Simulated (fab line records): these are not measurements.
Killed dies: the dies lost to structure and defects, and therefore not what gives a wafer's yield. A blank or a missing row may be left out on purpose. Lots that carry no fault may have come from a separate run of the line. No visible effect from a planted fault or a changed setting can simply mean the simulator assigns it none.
Which of the tools did it?	flow n5_finfet	24 lots with 72 wafers sampled at 6 steps, on a route of 1938 steps

== WHAT THE GAUGES READ, wafer by wafer ==
Not one reading of a measure or inspect step in the record can be checked against a usual standard deviation.

== TOOL THAT RAN EACH LOT (tool first, then ch and the chambers of the sampled wafers, then the start) ==
lot	N5_BEOL_M1_ETCH_69	N5_BEOL_M1_ALD_98	N5_BEOL_M1_DEGAS_44	N5_BEOL_M1_SPUTTER_48	N5_BEOL_M1_ANNEAL_82	N5_BEOL_M1_SPUTTER_90
L076	rie_diel-06 ch 1,3, day 6 19:25	ald_sin-03 ch 1,3, day 6 19:30	pvd_sputter-03, day 6 22:57	pvd_sputter-01, day 6 23:36	pvd_sputter-01, day 7 00:07	pvd_sputter-01, day 7 00:42
L074	rie_diel-06 ch 0,1,3, day 6 20:28	ald_sin-03 ch 0,3, day 6 20:32	pvd_sputter-03, day 7 00:00	pvd_sputter-01, day 7 01:26	pvd_sputter-01, day 7 01:58	pvd_sputter-01, day 7 02:32
L075	rie_diel-02 ch 0,2,3, day 6 20:31	ald_sin-01 ch 1,2, day 6 20:36	pvd_sputter-02, day 7 02:36	pvd_sputter-01, day 7 03:19	pvd_sputter-01, day 7 03:50	pvd_sputter-01, day 7 04:25
L078	rie_diel-06 ch 0,1,3, day 7 00:53	ald_sin-01 ch 1,2,3, day 7 00:58	pvd_sputter-01, day 7 11:22	pvd_sputter-01, day 7 12:07	pvd_sputter-01, day 7 12:38	pvd_sputter-01, day 7 13:13
L077	rie_diel-02 ch 1,2,3, day 7 01:05	ald_sin-01 ch 1,2,3, day 7 01:08	pvd_sputter-01, day 7 14:32	pvd_sputter-02, day 7 15:40	pvd_sputter-02, day 7 16:13	pvd_sputter-02, day 7 16:46
L079	rie_diel-02 ch 1,3, day 7 12:32	ald_sin-01 ch 0,1,2, day 7 12:37	pvd_sputter-02, day 7 14:33	pvd_sputter-03, day 7 17:28	pvd_sputter-03, day 7 17:59	pvd_sputter-03, day 7 18:34
L080	rie_diel-02 ch 0,1,3, day 7 19:50	ald_sin-03 ch 0,1,2, day 7 19:55	pvd_sputter-01, day 8 01:20	pvd_sputter-02, day 8 01:54	pvd_sputter-02, day 8 02:25	pvd_sputter-02, day 8 03:00
L081	rie_diel-01 ch 0,1,2, day 7 20:35	ald_sin-03 ch 0,1, day 7 20:40	pvd_sputter-02, day 8 01:42	pvd_sputter-03, day 8 02:22	pvd_sputter-03, day 8 02:53	pvd_sputter-03, day 8 03:28
L082	rie_diel-02 ch 1,2,3, day 8 03:34	ald_sin-03 ch 0,2,3, day 8 04:03	pvd_sputter-01, day 8 07:16	pvd_sputter-01, day 8 08:17	pvd_sputter-01, day 8 08:49	pvd_sputter-01, day 8 09:23
L083	rie_diel-01 ch 0,1,2, day 8 13:14	ald_sin-03 ch 0,1,2, day 8 14:01	pvd_sputter-02, day 8 21:40	pvd_sputter-02, day 8 22:34	pvd_sputter-02, day 8 23:05	pvd_sputter-02, day 8 23:40
L084	rie_diel-01 ch 0,1,2, day 8 17:26	ald_sin-03 ch 0,1,3, day 8 17:40	pvd_sputter-03, day 9 01:00	pvd_sputter-03, day 9 01:37	pvd_sputter-03, day 9 02:08	pvd_sputter-03, day 9 02:43
L085	rie_diel-01 ch 1,2, day 9 00:59	ald_sin-03 ch 1,2,3, day 9 01:04	pvd_sputter-02, day 9 04:25	pvd_sputter-02, day 9 05:12	pvd_sputter-02, day 9 05:43	pvd_sputter-02, day 9 06:18
L086	rie_diel-06 ch 1,2,3, day 9 06:03	ald_sin-01 ch 0,1,3, day 9 06:22	pvd_sputter-03, day 9 10:05	pvd_sputter-01, day 9 10:46	pvd_sputter-01, day 9 11:17	pvd_sputter-01, day 9 11:52
L087	rie_diel-01 ch 0,1, day 9 08:44	ald_sin-03 ch 1,2,3, day 9 08:49	pvd_sputter-01, day 9 13:29	pvd_sputter-01, day 9 14:32	pvd_sputter-01, day 9 15:04	pvd_sputter-01, day 9 15:38
L088	rie_diel-01 ch 1,2,3, day 9 18:25	ald_sin-03 ch 1,2,3, day 9 18:31	pvd_sputter-02, day 10 04:19	pvd_sputter-03, day 10 05:13	pvd_sputter-03, day 10 05:44	pvd_sputter-03, day 10 06:19
L089	rie_diel-06 ch 0,2,3, day 10 05:13	ald_sin-03 ch 1,2,3, day 10 05:24	pvd_sputter-02, day 10 08:47	pvd_sputter-02, day 10 09:31	pvd_sputter-02, day 10 10:02	pvd_sputter-02, day 10 10:37
L091	rie_diel-06 ch 0,1,3, day 10 16:26	ald_sin-04 ch 0,1,2, day 10 16:31	pvd_sputter-02, day 10 21:40	pvd_sputter-01, day 10 22:25	pvd_sputter-01, day 10 22:56	pvd_sputter-01, day 10 23:31
L090	rie_diel-01 ch 1,2,3, day 10 19:02	ald_sin-04 ch 0,2,3, day 10 19:10	pvd_sputter-03, day 11 07:01	pvd_sputter-03, day 11 09:08	pvd_sputter-03, day 11 09:39	pvd_sputter-03, day 11 10:14
L092	rie_diel-02 ch 0,1, day 10 22:59	ald_sin-01 ch 1,3, day 10 23:28	pvd_sputter-01, day 11 11:52	pvd_sputter-01, day 11 14:07	pvd_sputter-01, day 11 14:38	pvd_sputter-01, day 11 15:13
L093	rie_diel-02 ch 0,1,2, day 10 23:29	ald_sin-03 ch 1,2,3, day 10 23:35	pvd_sputter-01, day 11 16:46	pvd_sputter-01, day 11 17:57	pvd_sputter-01, day 11 18:28	pvd_sputter-01, day 11 19:03
L094	rie_diel-01 ch 2,3, day 11 08:41	ald_sin-03 ch 0,1, day 11 08:51	pvd_sputter-01, day 12 01:17	pvd_sputter-03, day 12 01:56	pvd_sputter-03, day 12 02:27	pvd_sputter-03, day 12 03:02
L095	rie_diel-01 ch 1,2,3, day 11 12:03	ald_sin-01 ch 0,2,3, day 11 12:14	pvd_sputter-01, day 11 20:16	pvd_sputter-03, day 11 21:25	pvd_sputter-03, day 11 21:56	pvd_sputter-03, day 11 22:31
L096	rie_diel-06 ch 0,3, day 11 19:18	ald_sin-01 ch 1,2,3, day 11 19:23	pvd_sputter-02, day 12 04:40	pvd_sputter-01, day 12 05:31	pvd_sputter-01, day 12 06:02	pvd_sputter-01, day 12 06:37
L097	rie_diel-01 ch 0,1,3, day 11 21:41	ald_sin-03 ch 0,1, day 11 21:46	pvd_sputter-03, day 12 06:13	pvd_sputter-03, day 12 06:47	pvd_sputter-03, day 12 07:19	pvd_sputter-03, day 12 07:53
- N5_BEOL_M1_ETCH_69: etches SiARC in CF4, target depth 15.6 nm, time 26 s.
- N5_BEOL_M1_ALD_98: deposits SiO2, target thk 2.5 nm, pulse time 1 s, co reactant pulse time 1 s.
- N5_BEOL_M1_DEGAS_44: time 60 s.
- N5_BEOL_M1_SPUTTER_48: material Cu, target thk 4.5 nm, time 8.29 s.
- N5_BEOL_M1_ANNEAL_82: time 240 s.
- N5_BEOL_M1_SPUTTER_90: material Cu, target thk 4.5 nm, time 8.29 s.

== WHAT THE TOOLS THEMSELVES READ (means of the sampled wafers that have a number; where no wafer has one, the mark that the record gives instead) ==
N5_BEOL_M1_ETCH_69. Usual: bias_w 36.00 W, standard deviation 0.1; chamber_pressure_mTorr 40.00 mTorr, standard deviation 0.039; drypump_motor_current_A 6.0 A, standard deviation 0.45; etch_rf_on_time_s 26.4 s, standard deviation 0.42; oes_product_au 0.64 a.u., standard deviation 0.062; rf_fwd_power_W 531.9 W, standard deviation 2; rf_vpp_V 183.8 V, standard deviation 1.3; showerhead_plenum_p_Torr 2.11 Torr, standard deviation 0.083; throttle_valve_pct 15.71 %, standard deviation 0.29.
lot	tool	bias_w (W)	chamber_pressure_mTorr (mTorr)	drypump_motor_current_A (A)	etch_rf_on_time_s (s)	oes_product_au (a.u.)	rf_fwd_power_W (W)	rf_vpp_V (V)	showerhead_plenum_p_Torr (Torr)	throttle_valve_pct (%)	flag
L076	rie_diel-06	36.09	40.00	6.4	26.7	0.63	533.1	182.9	2.01	15.65	
L074	rie_diel-06	36.10	40.00	6.2	26.4	0.63	532.0	182.6	2.04	15.61	
L075	rie_diel-02	36.01	39.98	6.5	26.4	0.64	531.5	182.2	2.03	15.69	
L078	rie_diel-06	36.03	40.01	6.2	26.3	0.63	531.3	182.6	2.04	15.62	
L077	rie_diel-02	35.93	40.02	6.1	26.7	0.65	531.1	183.9	2.10	15.71	
L079	rie_diel-02	35.81	40.01	6.0	26.8	0.63	530.5	183.8	2.11	15.85	
L080	rie_diel-02	36.06	40.05	6.2	26.6	0.69	530.1	184.8	2.18	15.54	
L081	rie_diel-01	35.99	40.02	5.6	26.3	0.63	532.9	182.8	2.14	15.90	
L082	rie_diel-02	36.02	40.05	6.1	26.6	0.64	531.7	184.7	2.09	15.73	
L083	rie_diel-01	36.09	40.01	5.6	26.2	0.63	531.3	184.1	2.14	15.92	
L084	rie_diel-01	36.00	39.99	5.6	26.5	0.62	532.3	183.9	2.14	15.92	
L085	rie_diel-01	35.96	40.05	5.5	26.1	0.64	531.9	183.3	2.15	15.77	
L086	rie_diel-06	36.11	40.00	6.1	26.7	0.62	532.5	183.3	2.07	15.66	
L087	rie_diel-01	35.93	39.97	5.6	26.4	0.60	530.6	183.7	2.12	16.13	
L088	rie_diel-01	36.03	40.00	5.7	26.4	0.61	532.7	184.1	2.13	15.83	
L089	rie_diel-06	35.94	40.00	6.1	26.9	0.68	532.3	183.8	2.11	15.60	
L091	rie_diel-06	35.99	40.00	6.2	26.0	0.70	531.6	183.1	2.03	15.49	
L090	rie_diel-01	35.93	40.02	5.7	26.3	0.60	531.2	184.2	2.13	15.85	
L092	rie_diel-02	35.95	39.99	5.9	26.5	0.68	532.5	185.3	2.23	15.43	
L093	rie_diel-02	35.99	39.99	6.3	26.2	0.69	532.1	184.9	2.15	15.44	
L094	rie_diel-01	35.96	40.01	6.0	26.3	0.60	532.9	184.0	2.12	15.70	
L095	rie_diel-01	36.00	40.00	5.8	25.7	0.61	531.7	184.1	2.12	15.86	
L096	rie_diel-06	35.98	39.99	6.2	26.0	0.74	531.6	183.4	2.07	15.44	
L097	rie_diel-01	36.15	39.97	5.9	26.6	0.59	531.7	183.0	2.11	16.02	

N5_BEOL_M1_ALD_98. Usual: heater_power_w 77 W, standard deviation 5.4; precursor_pulse_height_rel 1.000, standard deviation 0.019.
lot	tool	heater_power_w (W)	precursor_pulse_height_rel	flag
L076	ald_sin-03	79	1.016	
L074	ald_sin-03	77	1.000	
L075	ald_sin-01	80	1.004	
L078	ald_sin-01	80	1.002	
L077	ald_sin-01	79	1.002	
L079	ald_sin-01	79	1.007	
L080	ald_sin-03	72	0.997	
L081	ald_sin-03	72	1.023	
L082	ald_sin-03	77	0.995	
L083	ald_sin-03	73	0.991	
L084	ald_sin-03	79	1.015	
L085	ald_sin-03	77	1.006	
L086	ald_sin-01	75	1.011	
L087	ald_sin-03	79	1.000	
L088	ald_sin-03	77	0.980	
L089	ald_sin-03	78	1.022	
L091	ald_sin-04	72	1.001	
L090	ald_sin-04	76	1.005	
L092	ald_sin-01	76	1.010	
L093	ald_sin-03	78	1.010	
L094	ald_sin-03	74	0.987	
L095	ald_sin-01	79	1.002	
L096	ald_sin-01	79	0.991	
L097	ald_sin-03	76	1.001	

N5_BEOL_M1_DEGAS_44. Usual: heater_power_w at 349 W, with a standard deviation of 27.
lot	tool	heater_power_w (W)	flag
L076	pvd_sputter-03	368	
L074	pvd_sputter-03	373	
L075	pvd_sputter-02	342	
L078	pvd_sputter-01	345	
L077	pvd_sputter-01	355	
L079	pvd_sputter-02	333	
L080	pvd_sputter-01	360	
L081	pvd_sputter-02	364	
L082	pvd_sputter-01	353	
L083	pvd_sputter-02	356	
L084	pvd_sputter-03	357	
L085	pvd_sputter-02	350	
L086	pvd_sputter-03	331	
L087	pvd_sputter-01	350	
L088	pvd_sputter-02	345	
L089	pvd_sputter-02	336	
L091	pvd_sputter-02	348	
L090	pvd_sputter-03	328	
L092	pvd_sputter-01	358	
L093	pvd_sputter-01	375	
L094	pvd_sputter-01	361	
L095	pvd_sputter-01	352	
L096	pvd_sputter-02	337	
L097	pvd_sputter-03	334	

N5_BEOL_M1_SPUTTER_48. Usual: substrate_temp_c -19.99 C, standard deviation 0.1; throttle_valve_pct 30.2 %, standard deviation 1.1.
lot	tool	substrate_temp_c (C)	throttle_valve_pct (%)	flag
L076	pvd_sputter-01	-19.88	31.5	
L074	pvd_sputter-01	-20.04	31.2	
L075	pvd_sputter-01	-20.06	31.3	
L078	pvd_sputter-01	-20.08	30.7	
L077	pvd_sputter-02	-19.99	29.6	
L079	pvd_sputter-03	-19.84	30.2	
L080	pvd_sputter-02	-19.91	29.6	
L081	pvd_sputter-03	-19.95	29.5	
L082	pvd_sputter-01	-19.97	30.8	
L083	pvd_sputter-02	-20.00	30.0	
L084	pvd_sputter-03	-20.05	29.9	
L085	pvd_sputter-02	-19.99	30.4	
L086	pvd_sputter-01	-19.95	31.5	
L087	pvd_sputter-01	-20.04	29.9	
L088	pvd_sputter-03	-20.01	29.6	
L089	pvd_sputter-02	-20.03	30.2	
L091	pvd_sputter-01	-20.02	30.7	
L090	pvd_sputter-03	-19.92	29.4	
L092	pvd_sputter-01	-19.92	31.5	
L093	pvd_sputter-01	-20.00	30.8	
L094	pvd_sputter-03	-20.04	29.5	
L095	pvd_sputter-03	-19.95	30.0	
L096	pvd_sputter-01	-19.91	31.8	
L097	pvd_sputter-03	-20.03	28.9	

N5_BEOL_M1_ANNEAL_82. Usual: heater_power_w at 868 W, with a standard deviation of 71.
lot	tool	heater_power_w (W)	flag
L076	pvd_sputter-01	888	
L074	pvd_sputter-01	861	
L075	pvd_sputter-01	850	
L078	pvd_sputter-01	896	
L077	pvd_sputter-02	868	
L079	pvd_sputter-03	777	
L080	pvd_sputter-02	861	
L081	pvd_sputter-03	869	
L082	pvd_sputter-01	909	
L083	pvd_sputter-02	844	
L084	pvd_sputter-03	824	
L085	pvd_sputter-02	800	
L086	pvd_sputter-01	878	
L087	pvd_sputter-01	948	
L088	pvd_sputter-03	848	
L089	pvd_sputter-02	829	
L091	pvd_sputter-01	902	
L090	pvd_sputter-03	899	
L092	pvd_sputter-01	886	
L093	pvd_sputter-01	898	
L094	pvd_sputter-03	838	
L095	pvd_sputter-03	838	
L096	pvd_sputter-01	926	
L097	pvd_sputter-03	933	

N5_BEOL_M1_SPUTTER_90. Usual: substrate_temp_c -19.99 C, standard deviation 0.1; throttle_valve_pct 30.2 %, standard deviation 1.1.
lot	tool	substrate_temp_c (C)	throttle_valve_pct (%)	flag
L076	pvd_sputter-01	-19.96	31.5	
L074	pvd_sputter-01	-19.97	31.0	
L075	pvd_sputter-01	-19.94	31.3	
L078	pvd_sputter-01	-19.94	30.8	
L077	pvd_sputter-02	-19.92	29.7	
L079	pvd_sputter-03	-20.08	30.3	
L080	pvd_sputter-02	-19.95	29.5	
L081	pvd_sputter-03	-20.11	29.7	
L082	pvd_sputter-01	-20.08	30.7	
L083	pvd_sputter-02	-20.01	30.0	
L084	pvd_sputter-03	-20.02	29.9	
L085	pvd_sputter-02	-19.94	30.3	
L086	pvd_sputter-01	-19.98	31.4	
L087	pvd_sputter-01	-19.96	29.9	
L088	pvd_sputter-03	-20.06	29.7	
L089	pvd_sputter-02	-19.99	29.8	
L091	pvd_sputter-01	-20.03	30.7	
L090	pvd_sputter-03	-20.08	29.3	
L092	pvd_sputter-01	-19.94	31.5	
L093	pvd_sputter-01	-20.04	30.7	
L094	pvd_sputter-03	-19.95	29.6	
L095	pvd_sputter-03	-19.92	29.9	
L096	pvd_sputter-01	-19.96	31.8	
L097	pvd_sputter-03	-19.93	28.9	

== THE ANSWER, worked out from the rows above alone ==
Rule: take the mean of a lot's wafers that have a number; if it is more than 3 standard deviations from the usual mean, the lot is off. Also off: a lot with no number at a reading for which 4 or more lots have one. All remaining lots with rows at the step are treated as sound. The gauges are gone through in route order, then the tools' own readings, and for those a lot's mean is taken as printed above. At the first step where some lot is off, the reading lying furthest off is the one used; lots without a number count as furthest.
None of the lots is off at any reading shown; this tells nothing.

== WHAT WAS PUT IN BY THE SIMULATOR ==
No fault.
